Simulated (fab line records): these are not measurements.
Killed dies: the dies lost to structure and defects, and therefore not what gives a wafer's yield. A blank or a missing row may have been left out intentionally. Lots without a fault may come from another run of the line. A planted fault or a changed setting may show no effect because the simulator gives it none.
fab line records	flow n5-finfet
record lots=24	wafers=72	last-day=19
route steps=1938 shown BEOL_M12@1654 BEOL_M13@1694 BEOL_M14@1727
lots with no fault: from the same line, run without faults
start-h: start of the lot's first displayed wafer, in hours after the record's first day	wait-h: how many hours have passed since the lot's step before this one	" same as the row above	L1.1+2: several wafers, shown together as one row	- no value, or no start was given	* or withheld: withheld	< > ~ a bound
route shown NAME@n: NAME is a module with steps in the file, n the number in the route of the first one	usual: mean/standard deviation of fault-free wafers	same: alike in all rows	chamber/n: place in a boat	sites: per-site readings	_std_site: the values' standard deviation	_edge_site: outer sites' mean less inner sites'	radius-mm: how far each site lies from the wafer's centre	mask NAME#n: copy n	behind: the most recent tool/chamber to have shaped the wafer	hold: what put the lot on hold/how long, in hours/how the hold closed	device: which transistor (n, p or np) failed to switch	end of line: the same wafers' tests at the end of the route	for a step that has no rows: nothing shown but its recipe	killed: not the wafer's yield, but the dies lost to structure and defects at the first sort	map: a wafer's dies, x killed, . not, _ none there
set.NAME: setting as actually run; set.NAME@STEP: the setting as run at that earlier step	model.NAME: the simulator's own value behind a step, which no gauge read
route steps across a sampled set of lots; one table per step, one row per wafer
services: when a tool's chamber went out of use (start-h, in hours from the record's first day, below 0 if earlier), for how many hours, and the reason
## steps
# step N5_BEOL_M12_THK_MEAS_50
# recipe thk-meas-gauge=xrf	reads=Cu_of_BEOL_M12_ECD_47
# usual M12_THK=322/6.2
lot.wafer	tool	chamber	start-h	wait-h	M12_THK[nm]
L074.1	film-metro-02	-	238.56	-	320
L074.2	"	-	"	"	313
L074.3	"	-	"	"	319
L075.1	film-metro-02	-	238.83	-	323
L075.2	"	-	"	"	327
L075.5	"	-	"	"	326
L076.1	film-metro-01	-	244.41	-	331
L076.2	"	-	"	"	316
L076.5	"	-	"	"	310
L077.1	film-metro-01	-	244.56	-	320
L077.2	"	-	"	"	325
L077.5	"	-	"	"	321
L079.2	film-metro-01	-	257.60	-	324
L079.3	"	-	"	"	327
L079.6	"	-	"	"	327
L078.1	film-metro-02	-	258.00	-	324
L078.3	"	-	"	"	309
L078.6	"	-	"	"	312
L080.1	film-metro-02	-	266.69	-	309
L080.2	"	-	"	"	323
L080.6	"	-	"	"	322
L081.2	film-metro-02	-	270.47	-	318
L081.5	"	-	"	"	327
L081.6	"	-	"	"	317
L082.1	film-metro-02	-	273.43	-	317
L082.2	"	-	"	"	312
L082.5	"	-	"	"	316
L083.1	film-metro-01	-	286.37	-	317
L083.4	"	-	"	"	319
L083.6	"	-	"	"	334
L085.2	film-metro-01	-	289.80	-	315
L085.4	"	-	"	"	323
L085.5	"	-	"	"	324
L084.4	film-metro-02	-	290.19	-	314
L084.5	"	-	"	"	312
L084.6	"	-	"	"	308
L086.1	film-metro-02	-	315.13	-	320
L086.2	"	-	"	"	317
L086.6	"	-	"	"	317
L087.4	film-metro-02	-	319.20	-	333
L087.5	"	-	"	"	318
L087.6	"	-	"	"	331
L089.1	film-metro-01	-	325.33	-	335
L089.5	"	-	"	"	334
L089.6	"	-	"	"	330
L088.1	film-metro-01	-	331.45	-	331
L088.3	"	-	"	"	326
L088.5	"	-	"	"	330
L091.2	film-metro-01	-	337.75	-	322
L091.3	"	-	"	"	328
L091.4	"	-	"	"	312
L090.1	film-metro-01	-	350.61	-	324
L090.2	"	-	"	"	322
L090.5	"	-	"	"	324
L092.1	film-metro-02	-	368.05	-	317
L092.2	"	-	"	"	316
L092.6	"	-	"	"	323
L093.3	film-metro-01	-	389.33	-	322
L093.5	"	-	"	"	320
L093.6	"	-	"	"	323
L094.1	film-metro-01	-	396.99	-	324
L094.4	"	-	"	"	325
L094.5	"	-	"	"	329
L096.2	film-metro-01	-	398.41	-	324
L096.5	"	-	"	"	328
L096.6	"	-	"	"	330
L097.1	film-metro-01	-	428.11	-	329
L097.3	"	-	"	"	323
L097.6	"	-	"	"	325
L095.2	film-metro-01	-	432.51	-	327
L095.3	"	-	"	"	318
L095.6	"	-	"	"	329
# step N5_BEOL_M13_ETCH_68
# recipe chemistry=N2/H2	target=SOC	mask-material=SiARC	source-w=3000	bias-w=350	temp-c=40	time-s=355	ion-energy-ev=200	pressure-mtorr=30	n2-flow-sccm=200	h2-flow-sccm=200
# usual drypump-motor-current-A=5.5/0.49	h2-flow-sccm=200.1/0.64	oes-product-au=0.78/0.071	rf-vpp-V=523.9/1.8	showerhead-plenum-p-Torr=2.55/0.059	throttle-valve-pct=17.83/0.24
lot.wafer	tool	chamber	start-h	wait-h	drypump-motor-current-A	h2-flow-sccm	oes-product-au	rf-hours-counter-h	rf-vpp-V	showerhead-plenum-p-Torr	throttle-valve-pct
L074.1	rie-diel-02	1	240.87	0.1	5.7	200.6	0.77	159	523.7	2.55	17.84
L074.2	"	0	"	"	5.3	200.1	0.69	222	524.8	2.52	18.22
L074.3	"	2	"	"	6.4	199.6	0.91	26	526.6	2.59	17.66
L075.1	rie-diel-06	1	241.19	0.1	5.5	200.1	0.74	192	525.4	2.63	17.98
L075.2	"	3	"	"	6.3	199.6	0.91	21	523.1	2.51	17.75
L075.5	"	2	"	"	5.8	199.3	0.73	-	523.6	2.53	18.12
L076.1	rie-diel-02	3	246.28	0.1	5.0	200.5	0.73	188	526.1	2.65	17.78
L076.2	"	0	"	"	5.3	200.2	0.69	223	523.9	2.52	18.21
L076.5	"	3	"	"	5.0	202.3	0.73	-	527.2	2.65	17.76
L077.1	rie-diel-06	3	246.67	0.1	6.3	202.1	0.90	23	521.9	2.51	17.77
L077.2	"	2	"	"	5.8	199.3	0.73	181	524.0	2.52	18.11
L077.5	"	1	"	"	5.5	200.1	0.73	-	526.4	2.63	17.99
L079.2	rie-diel-04	3	259.68	0.1	5.3	200.7	0.82	77	525.4	2.57	17.70
L079.3	"	0	"	"	5.1	201.2	0.77	117	523.8	2.55	17.69
L079.6	"	3	"	"	5.3	200.6	0.82	-	525.0	2.57	17.69
L078.1	rie-diel-06	1	260.38	0.1	5.5	200.6	0.73	199	526.3	2.62	18.02
L078.3	"	2	"	"	5.8	199.8	0.73	187	525.3	2.52	18.15
L078.6	"	2	"	"	5.8	199.3	0.73	-	523.6	2.52	18.11
L080.1	rie-diel-04	1	268.59	0.1	6.2	200.6	0.73	194	527.1	2.63	17.82
L080.2	"	2	"	"	5.0	199.8	0.82	100	521.9	2.44	17.86
L080.6	"	3	"	"	5.4	199.7	0.81	-	524.3	2.57	17.71
L081.2	rie-diel-02	2	272.45	0.1	6.4	200.1	0.89	36	526.1	2.59	17.68
L081.5	"	1	"	"	5.7	199.5	0.77	-	522.6	2.54	17.88
L081.6	"	0	"	"	5.3	200.9	0.69	-	522.5	2.51	18.22
L082.1	rie-diel-04	0	275.78	0.1	5.2	200.3	0.77	122	524.0	2.55	17.71
L082.2	"	2	"	"	5.0	199.2	0.82	102	521.7	2.44	17.85
L082.5	"	3	"	"	5.3	200.2	0.81	-	524.6	2.57	17.71
L083.1	rie-diel-06	1	288.49	0.1	5.6	200.7	0.72	208	525.4	2.62	18.03
L083.4	"	0	"	"	4.9	200.1	0.93	8	522.4	2.51	17.25
L083.6	"	1	"	"	5.6	201.4	0.73	-	525.4	2.62	18.01
L085.2	rie-diel-06	2	291.76	0.1	5.8	199.5	0.73	196	522.3	2.52	18.14
L085.4	"	0	"	"	4.9	200.3	0.93	9	521.6	2.51	17.25
L085.5	"	1	"	"	5.4	200.6	0.73	-	525.7	2.62	18.02
L084.4	rie-diel-04	3	292.38	0.1	5.3	201.0	0.81	86	523.6	2.57	17.71
L084.5	"	2	"	"	5.0	199.4	0.81	-	523.0	2.44	17.85
L084.6	"	3	"	"	5.4	200.8	0.81	-	524.4	2.57	17.72
L086.1	rie-diel-04	1	317.24	0.1	6.1	200.4	0.71	208	525.8	2.63	17.83
L086.2	"	2	"	"	5.0	200.1	0.82	114	522.5	2.44	17.88
L086.6	"	1	"	"	6.1	199.7	0.72	-	526.4	2.63	17.85
L087.4	rie-diel-06	2	321.05	0.1	5.8	199.8	0.72	204	522.2	2.52	18.15
L087.5	"	0	"	"	4.9	200.1	0.90	-	521.5	2.50	17.23
L087.6	"	3	"	"	6.3	200.5	0.86	-	521.2	2.50	17.79
L089.1	rie-diel-06	3	327.31	0.1	6.3	200.3	0.86	48	522.4	2.50	17.80
L089.5	"	0	"	"	4.9	198.9	0.89	-	522.6	2.50	17.24
L089.6	"	3	"	"	6.3	199.7	0.87	-	522.3	2.50	17.82
L088.1	rie-diel-04	1	333.43	0.1	6.1	200.6	0.71	212	525.7	2.63	17.85
L088.3	"	0	"	"	5.2	200.9	0.76	136	525.5	2.54	17.73
L088.5	"	3	"	"	5.3	199.7	0.78	-	524.7	2.56	17.74
L091.2	rie-diel-06	3	339.82	0.1	6.2	200.5	0.86	51	522.7	2.50	17.81
L091.3	"	2	"	"	5.8	199.5	0.71	208	522.3	2.51	18.16
L091.4	"	1	"	"	5.5	200.1	0.72	-	527.5	2.62	18.04
L090.1	rie-diel-02	3	352.49	0.1	4.9	199.9	0.71	218	526.3	2.64	17.81
L090.2	"	1	"	"	5.8	199.7	0.75	190	523.0	2.54	17.92
L090.5	"	2	"	"	6.4	199.3	0.85	-	524.9	2.58	17.73
L092.1	rie-diel-04	2	369.99	0.1	5.0	199.5	0.81	128	521.6	2.43	17.90
L092.2	"	0	"	"	5.1	199.3	0.75	146	524.2	2.54	17.73
L092.6	"	1	"	"	6.1	200.2	0.72	-	525.9	2.62	17.86
L093.3	rie-diel-06	3	391.47	0.1	6.3	199.3	0.83	63	521.7	2.49	17.83
L093.5	"	1	"	"	5.5	199.0	0.71	-	526.1	2.61	18.05
L093.6	"	2	"	"	5.8	199.4	0.71	-	523.6	2.51	18.20
L094.1	rie-diel-06	2	399.04	0.1	5.8	199.6	0.70	222	522.3	2.51	18.18
L094.4	"	1	"	"	5.5	201.0	0.71	233	524.7	2.61	18.07
L094.5	"	3	"	"	6.3	199.3	0.85	-	523.1	2.49	17.82
L096.2	rie-diel-04	0	400.83	0.1	5.1	200.1	0.75	153	523.9	2.53	17.75
L096.5	"	2	"	"	5.0	201.3	0.79	-	521.4	2.43	17.90
L096.6	"	1	"	"	6.1	199.6	0.70	-	524.3	2.62	17.88
L097.1	rie-diel-06	1	430.16	0.1	5.5	200.0	0.70	242	526.4	2.61	18.08
L097.3	"	2	"	"	5.8	200.1	0.69	231	523.8	2.50	18.21
L097.6	"	1	"	"	5.4	200.4	0.70	-	526.3	2.61	18.08
L095.2	rie-diel-02	0	434.57	0.1	5.3	199.2	0.92	20	523.0	2.50	17.81
L095.3	"	2	"	"	6.4	199.4	0.82	79	523.9	2.57	17.75
L095.6	"	3	"	"	5.0	200.0	0.69	-	526.1	2.63	17.86
# step N5_BEOL_M13_ETCH_38
# recipe chemistry=CF4/N2	target=SiCN	target-depth-a=675	taper-deg=2	time-s=71.9	ion-energy-ev=150	mask-material=SiO2	pressure-mtorr=40	source-w=430	bias-w=70	Ar_flow_sccm=100	cf4-flow-sccm=60	n2-flow-sccm=60
# usual drypump-motor-current-A=5.5/0.5	oes-product-au=0.78/0.064	rf-vpp-V=382.3/1.4	showerhead-plenum-p-Torr=2.21/0.05	throttle-valve-pct=15.48/0.18
lot.wafer	tool	chamber	start-h	wait-h	drypump-motor-current-A	oes-product-au	rf-hours-counter-h	rf-vpp-V	showerhead-plenum-p-Torr	throttle-valve-pct
L074.1	rie-diel-04	1	242.35	-	6.1	0.74	186	383.1	2.29	15.45
L074.2	"	3	"	"	5.3	0.80	70	382.8	2.23	15.36
L074.3	"	2	"	"	4.9	0.84	91	380.8	2.14	15.56
L075.1	rie-diel-04	1	242.45	-	6.2	0.73	186	384.2	2.29	15.44
L075.2	"	3	"	"	5.3	0.81	71	383.2	2.23	15.34
L075.5	"	1	"	"	6.1	0.75	-	384.7	2.29	15.44
L076.1	rie-diel-06	2	248.94	-	5.8	0.74	182	382.4	2.19	15.72
L076.2	"	1	"	"	5.5	0.74	194	385.1	2.29	15.72
L076.5	"	2	"	"	5.8	0.74	-	382.6	2.19	15.71
L077.1	rie-diel-04	0	249.91	-	5.1	0.78	114	383.2	2.22	15.46
L077.2	"	3	"	"	5.3	0.81	73	383.9	2.23	15.34
L077.5	"	1	"	"	6.2	0.74	-	382.5	2.29	15.43
L079.2	rie-diel-02	3	260.20	-	4.9	0.73	193	384.8	2.29	15.36
L079.3	"	2	"	"	6.4	0.90	32	384.1	2.26	15.39
L079.6	"	1	"	"	5.7	0.76	-	382.3	2.20	15.44
L078.1	rie-diel-02	0	260.95	-	5.3	0.67	228	379.9	2.17	15.69
L078.3	"	3	"	"	4.9	0.73	193	385.4	2.29	15.36
L078.6	"	1	"	"	5.8	0.77	-	381.9	2.20	15.43
L080.1	rie-diel-04	2	269.27	-	5.0	0.83	101	380.8	2.14	15.58
L080.2	"	0	"	"	5.1	0.77	120	382.5	2.22	15.45
L080.6	"	1	"	"	6.1	0.74	-	383.5	2.28	15.44
L081.2	rie-diel-04	1	273.49	-	6.1	0.73	196	385.2	2.28	15.46
L081.5	"	3	"	"	5.3	0.80	-	382.2	2.23	15.37
L081.6	"	2	"	"	5.0	0.81	-	380.6	2.14	15.58
L082.1	rie-diel-06	2	279.59	-	5.8	0.73	192	382.3	2.18	15.73
L082.2	"	1	"	"	5.5	0.74	205	385.1	2.28	15.75
L082.5	"	2	"	"	5.8	0.72	-	381.4	2.19	15.73
L083.1	rie-diel-02	3	291.01	-	5.0	0.72	201	383.3	2.28	15.36
L083.4	"	0	"	"	5.3	0.67	236	381.8	2.17	15.71
L083.6	"	0	"	"	5.3	0.67	-	381.1	2.17	15.71
L085.2	rie-diel-04	0	294.19	-	5.1	0.76	126	382.1	2.21	15.46
L085.4	"	2	"	"	5.0	0.82	108	380.5	2.14	15.61
L085.5	"	2	"	"	5.0	0.82	-	380.8	2.14	15.60
L084.4	rie-diel-06	3	294.64	-	6.3	0.87	39	381.0	2.16	15.24
L084.5	"	0	"	"	4.9	0.92	-	379.9	2.18	14.90
L084.6	"	1	"	"	5.5	0.73	-	382.6	2.28	15.74
L086.1	rie-diel-04	1	318.99	-	6.2	0.72	209	383.6	2.28	15.46
L086.2	"	0	"	"	5.1	0.76	133	381.5	2.21	15.49
L086.6	"	0	"	"	5.1	0.77	-	382.9	2.21	15.47
L087.4	rie-diel-02	1	324.21	-	5.8	0.75	182	382.8	2.20	15.47
L087.5	"	2	"	"	6.4	0.86	-	382.3	2.26	15.42
L087.6	"	1	"	"	5.8	0.75	-	383.4	2.19	15.47
L089.1	rie-diel-04	1	330.19	-	6.1	0.72	212	384.1	2.28	15.50
L089.5	"	2	"	"	5.0	0.80	-	380.1	2.13	15.64
L089.6	"	3	"	"	5.3	0.78	-	382.4	2.22	15.38
L088.1	rie-diel-04	2	334.96	-	4.9	0.81	119	380.0	2.14	15.63
L088.3	"	1	"	"	6.1	0.73	213	384.4	2.28	15.48
L088.5	"	3	"	"	5.3	0.78	-	382.1	2.22	15.42
L091.2	rie-diel-06	3	340.47	-	6.3	0.85	52	381.9	2.15	15.27
L091.3	"	1	"	"	5.5	0.72	219	383.3	2.28	15.77
L091.4	"	3	"	"	6.3	0.86	-	380.6	2.15	15.28
L090.1	rie-diel-04	1	359.58	-	6.1	0.72	219	383.6	2.28	15.50
L090.2	"	2	"	"	5.0	0.79	125	380.9	2.13	15.64
L090.5	"	0	"	"	5.1	0.75	-	382.2	2.21	15.50
L092.1	rie-diel-02	1	373.03	-	5.7	0.75	194	381.7	2.19	15.50
L092.2	"	2	"	"	6.4	0.85	62	382.8	2.25	15.44
L092.6	"	2	"	"	6.3	0.85	-	382.5	2.25	15.45
L093.3	rie-diel-06	2	392.26	-	5.8	0.70	221	381.1	2.18	15.81
L093.5	"	3	"	"	6.3	0.84	-	380.1	2.15	15.30
L093.6	"	2	"	"	5.8	0.70	-	381.5	2.18	15.81
L094.1	rie-diel-02	1	400.58	-	5.8	0.74	201	382.3	2.19	15.49
L094.4	"	0	"	"	5.3	0.92	9	381.9	2.16	15.24
L094.5	"	3	"	"	4.9	0.69	-	384.9	2.27	15.43
L096.2	rie-diel-04	2	406.26	-	5.0	0.79	137	380.5	2.13	15.68
L096.5	"	0	"	"	5.1	0.75	-	382.4	2.20	15.52
L096.6	"	2	"	"	5.0	0.79	-	380.5	2.13	15.64
L097.1	rie-diel-06	0	431.99	-	4.9	0.85	44	380.8	2.17	14.96
L097.3	"	1	"	"	5.5	0.70	243	384.4	2.27	15.82
L097.6	"	2	"	"	5.8	0.70	-	381.8	2.17	15.80
L095.2	rie-diel-02	1	436.09	-	5.7	0.72	212	381.5	2.19	15.53
L095.3	"	0	"	"	5.3	0.89	20	381.1	2.16	15.28
L095.6	"	3	"	"	5.0	0.69	-	383.9	2.27	15.46
# step N5_BEOL_M13_PRE_CLEAN_42
# recipe gas=H2/He	time-s=30	temp-c=250
# usual heater-power-w=330/25
lot.wafer	tool	chamber	start-h	wait-h	heater-power-w
L074.1	pvd-sputter-01	-	242.77	0.0	321
L074.2	"	-	"	"	309
L074.3	"	-	"	"	312
L075.1	pvd-sputter-03	-	242.84	0.0	316
L075.2	"	-	"	"	365
L075.5	"	-	"	"	311
L076.1	pvd-sputter-01	-	249.29	0.0	325
L076.2	"	-	"	"	315
L076.5	"	-	"	"	318
L077.1	pvd-sputter-02	-	250.30	0.0	366
L077.2	"	-	"	"	310
L077.5	"	-	"	"	307
L079.2	pvd-sputter-01	-	260.95	0.0	315
L079.3	"	-	"	"	331
L079.6	"	-	"	"	334
L078.1	pvd-sputter-01	-	261.57	0.0	315
L078.3	"	-	"	"	330
L078.6	"	-	"	"	320
L080.1	pvd-sputter-03	-	269.69	0.0	340
L080.2	"	-	"	"	368
L080.6	"	-	"	"	313
L081.2	pvd-sputter-03	-	274.00	0.0	307
L081.5	"	-	"	"	300
L081.6	"	-	"	"	381
L082.1	pvd-sputter-03	-	279.82	0.0	381
L082.2	"	-	"	"	311
L082.5	"	-	"	"	316
L083.1	pvd-sputter-01	-	291.29	0.0	327
L083.4	"	-	"	"	311
L083.6	"	-	"	"	322
L085.2	pvd-sputter-01	-	294.42	0.0	331
L085.4	"	-	"	"	318
L085.5	"	-	"	"	322
L084.4	pvd-sputter-01	-	294.87	0.0	308
L084.5	"	-	"	"	318
L084.6	"	-	"	"	327
L086.1	pvd-sputter-03	-	319.36	0.0	296
L086.2	"	-	"	"	395
L086.6	"	-	"	"	343
L087.4	pvd-sputter-01	-	324.52	0.0	315
L087.5	"	-	"	"	311
L087.6	"	-	"	"	332
L089.1	pvd-sputter-01	-	330.72	0.0	323
L089.5	"	-	"	"	320
L089.6	"	-	"	"	340
L088.1	pvd-sputter-01	-	335.96	0.0	317
L088.3	"	-	"	"	323
L088.5	"	-	"	"	319
L091.2	pvd-sputter-02	-	340.76	0.0	317
L091.3	"	-	"	"	316
L091.4	"	-	"	"	313
L090.1	pvd-sputter-02	-	360.39	0.0	317
L090.2	"	-	"	"	317
L090.5	"	-	"	"	327
L092.1	pvd-sputter-01	-	373.59	0.0	305
L092.2	"	-	"	"	327
L092.6	"	-	"	"	325
L093.3	pvd-sputter-01	-	392.84	0.0	305
L093.5	"	-	"	"	343
L093.6	"	-	"	"	319
L094.1	pvd-sputter-01	-	400.86	0.0	317
L094.4	"	-	"	"	328
L094.5	"	-	"	"	305
L096.2	pvd-sputter-03	-	406.64	0.0	345
L096.5	"	-	"	"	391
L096.6	"	-	"	"	378
L097.1	pvd-sputter-01	-	432.23	0.0	321
L097.3	"	-	"	"	324
L097.6	"	-	"	"	308
L095.2	pvd-sputter-02	-	436.56	0.0	312
L095.3	"	-	"	"	356
L095.6	"	-	"	"	312
# step N5_BEOL_M13_DEP_53
# recipe material=SiCN	target-thk-a=500	temp-c=withheld	precursor=3MS/NH3	pressure-torr=3	rf-w=675	time-s=17.8
# usual showerhead-plenum-p-Torr=4.166/0.024	throttle-valve-pct=17.6/1.2
lot.wafer	tool	chamber	start-h	wait-h	showerhead-plenum-p-Torr	throttle-valve-pct
L074.1	pecvd-03	1	243.90	0.0	4.197	18.9
L074.2	"	0	"	"	4.215	19.4
L074.3	"	2	"	"	4.164	15.6
L075.1	pecvd-02	2	243.97	0.0	4.162	16.0
L075.2	"	1	"	"	4.167	18.8
L075.5	"	2	"	"	4.172	15.7
L076.1	pecvd-03	2	250.44	0.0	4.170	15.9
L076.2	"	1	"	"	4.203	19.4
L076.5	"	2	"	"	4.162	16.0
L077.1	pecvd-02	2	251.67	0.0	4.182	15.9
L077.2	"	0	"	"	4.126	17.4
L077.5	"	1	"	"	4.170	19.0
L079.2	pecvd-02	2	262.21	0.0	4.166	16.2
L079.3	"	0	"	"	4.138	17.8
L079.6	"	1	"	"	4.176	18.9
L078.1	pecvd-02	2	262.70	0.0	4.175	15.9
L078.3	"	0	"	"	4.135	17.5
L078.6	"	2	"	"	4.167	16.1
L080.1	pecvd-02	2	270.84	0.0	4.167	16.2
L080.2	"	1	"	"	4.168	19.2
L080.6	"	2	"	"	4.167	15.9
L081.2	pecvd-02	1	275.20	0.0	4.171	19.0
L081.5	"	0	"	"	4.125	17.4
L081.6	"	1	"	"	4.179	19.0
L082.1	pecvd-03	2	280.95	0.0	4.166	15.7
L082.2	"	0	"	"	4.214	19.6
L082.5	"	1	"	"	4.198	19.0
L083.1	pecvd-02	0	292.43	0.0	4.133	17.6
L083.4	"	1	"	"	4.164	19.3
L083.6	"	2	"	"	4.168	16.1
L085.2	pecvd-02	0	295.56	0.0	4.125	17.2
L085.4	"	1	"	"	4.173	19.4
L085.5	"	2	"	"	4.166	16.2
L084.4	pecvd-01	1	296.02	0.0	4.183	17.2
L084.5	"	0	"	"	4.155	18.7
L084.6	"	2	"	"	4.173	16.5
L086.1	pecvd-02	1	320.50	0.0	4.170	18.9
L086.2	"	2	"	"	4.181	16.5
L086.6	"	0	"	"	4.125	17.5
L087.4	pecvd-01	2	325.67	0.0	4.183	16.8
L087.5	"	0	"	"	4.135	18.8
L087.6	"	1	"	"	4.187	17.0
L089.1	pecvd-01	2	331.85	0.0	4.168	16.7
L089.5	"	1	"	"	4.173	17.2
L089.6	"	0	"	"	4.139	18.8
L088.1	pecvd-03	0	337.09	0.0	4.218	19.7
L088.3	"	1	"	"	4.206	19.0
L088.5	"	0	"	"	4.202	19.7
L091.2	pecvd-01	0	341.90	0.0	4.146	18.9
L091.3	"	1	"	"	4.186	17.1
L091.4	"	0	"	"	4.130	18.6
L090.1	pecvd-01	2	361.53	0.0	4.172	16.8
L090.2	"	1	"	"	4.193	17.2
L090.5	"	2	"	"	4.167	16.5
L092.1	pecvd-02	1	374.74	0.0	4.172	19.1
L092.2	"	0	"	"	4.135	17.5
L092.6	"	1	"	"	4.171	19.2
L093.3	pecvd-02	1	393.97	0.0	4.168	19.0
L093.5	"	0	"	"	4.133	17.6
L093.6	"	1	"	"	4.163	19.0
L094.1	pecvd-01	2	402.01	0.0	4.176	16.8
L094.4	"	1	"	"	4.186	17.1
L094.5	"	0	"	"	4.147	18.5
L096.2	pecvd-01	0	408.04	0.0	4.139	18.6
L096.5	"	0	"	"	4.148	18.9
L096.6	"	2	"	"	4.170	16.8
L097.1	pecvd-02	0	433.48	0.0	4.123	17.7
L097.3	"	2	"	"	4.171	16.4
L097.6	"	0	"	"	4.134	17.8
L095.2	pecvd-01	2	437.70	0.0	4.169	16.7
L095.3	"	1	"	"	4.192	17.1
L095.6	"	1	"	"	4.197	17.5
# step N5_BEOL_M14_OVL_MEAS_11
# recipe points-per-wafer=44
# usual V13_OVL=-5/5.5
lot.wafer	tool	chamber	start-h	wait-h	V13_OVL[nm]
L074.1	overlay-01	0	244.56	0.0	-2
L074.2	"	0	"	"	0
L074.3	"	0	"	"	2
L075.1	overlay-01	0	244.75	0.0	-9
L075.2	"	0	"	"	-10
L075.5	"	0	"	"	-10
L076.1	overlay-01	0	251.22	0.0	-6
L076.2	"	0	"	"	-12
L076.5	"	0	"	"	-4
L077.1	overlay-01	0	252.45	0.0	-10
L077.2	"	0	"	"	-9
L077.5	"	0	"	"	-17
L079.2	overlay-01	0	262.86	0.0	2
L079.3	"	0	"	"	2
L079.6	"	0	"	"	8
L078.1	overlay-01	0	263.49	0.0	-8
L078.3	"	0	"	"	-5
L078.6	"	0	"	"	4
L080.1	overlay-01	0	271.63	0.0	-4
L080.2	"	0	"	"	-6
L080.6	"	0	"	"	-10
L081.2	overlay-02	0	275.98	0.0	-1
L081.5	"	0	"	"	-6
L081.6	"	0	"	"	-1
L082.1	overlay-01	0	281.61	0.0	-5
L082.2	"	0	"	"	-4
L082.5	"	0	"	"	-4
L083.1	overlay-02	0	293.09	0.0	-5
L083.4	"	0	"	"	3
L083.6	"	0	"	"	-2
L085.2	overlay-02	0	296.21	0.0	-13
L085.4	"	0	"	"	-17
L085.5	"	0	"	"	-9
L084.4	overlay-01	0	296.79	0.0	-11
L084.5	"	0	"	"	-15
L084.6	"	0	"	"	-8
L086.1	overlay-01	0	321.15	0.0	2
L086.2	"	0	"	"	6
L086.6	"	0	"	"	3
L087.4	overlay-02	0	326.31	0.0	-4
L087.5	"	0	"	"	-11
L087.6	"	0	"	"	-9
L089.1	overlay-02	0	332.51	0.0	-7
L089.5	"	0	"	"	-18
L089.6	"	0	"	"	-7
L088.1	overlay-02	0	337.87	0.0	-9
L088.3	"	0	"	"	-3
L088.5	"	0	"	"	-11
L091.2	overlay-01	0	342.68	0.0	-3
L091.3	"	0	"	"	-6
L091.4	"	0	"	"	1
L090.1	overlay-01	0	362.31	0.0	-1
L090.2	"	0	"	"	2
L090.5	"	0	"	"	-1
L092.1	overlay-02	0	375.40	0.0	1
L092.2	"	0	"	"	-9
L092.6	"	0	"	"	-9
L093.3	overlay-01	0	394.75	0.0	-10
L093.5	"	0	"	"	-5
L093.6	"	0	"	"	-2
L094.1	overlay-01	0	402.67	0.0	-4
L094.4	"	0	"	"	-10
L094.5	"	0	"	"	-3
L096.2	overlay-01	0	408.83	0.0	-1
L096.5	"	0	"	"	1
L096.6	"	0	"	"	-4
L097.1	overlay-01	0	434.29	0.0	-2
L097.3	"	0	"	"	4
L097.6	"	0	"	"	0
L095.2	overlay-02	0	438.43	0.0	-6
L095.3	"	0	"	"	-4
L095.6	"	0	"	"	-15
## services
tool	chamber	start-h	hours	kind
pecvd-02	-	231.82	5.6	repair
rie-diel-06	3	235.37	2.3	repair
rie-diel-06	0	244.91	-	clean
rie-diel-06	0	244.91	-	consumable-replace:focus-ring
rie-diel-06	0	244.91	17.9	scheduled-down
pvd-sputter-02	-	269.38	29.2	repair
rie-diel-06	1	295.74	3.9	repair
rie-diel-06	1	303.97	8.4	repair
rie-diel-06	0	337.93	3.2	repair
rie-diel-04	3	342.35	3.4	repair
rie-diel-02	3	347.28	2.8	repair
pvd-sputter-03	-	355.87	6.6	repair
rie-diel-04	0	359.94	1.7	repair
pecvd-01	-	393.43	1.5	repair
pvd-sputter-02	-	394.55	4.0	repair
rie-diel-04	3	395.94	23.0	repair
rie-diel-04	-	403.75	0.9	repair
rie-diel-04	0	409.11	3.8	repair
pecvd-03	-	410.66	1.0	repair
rie-diel-04	-	413.19	2.8	pm
pecvd-02	0	416.82	2.1	repair
rie-diel-04	2	426.35	1.6	repair
pvd-sputter-02	-	431.01	1.0	repair
rie-diel-06	-	432.98	2.1	repair
## key
fault none
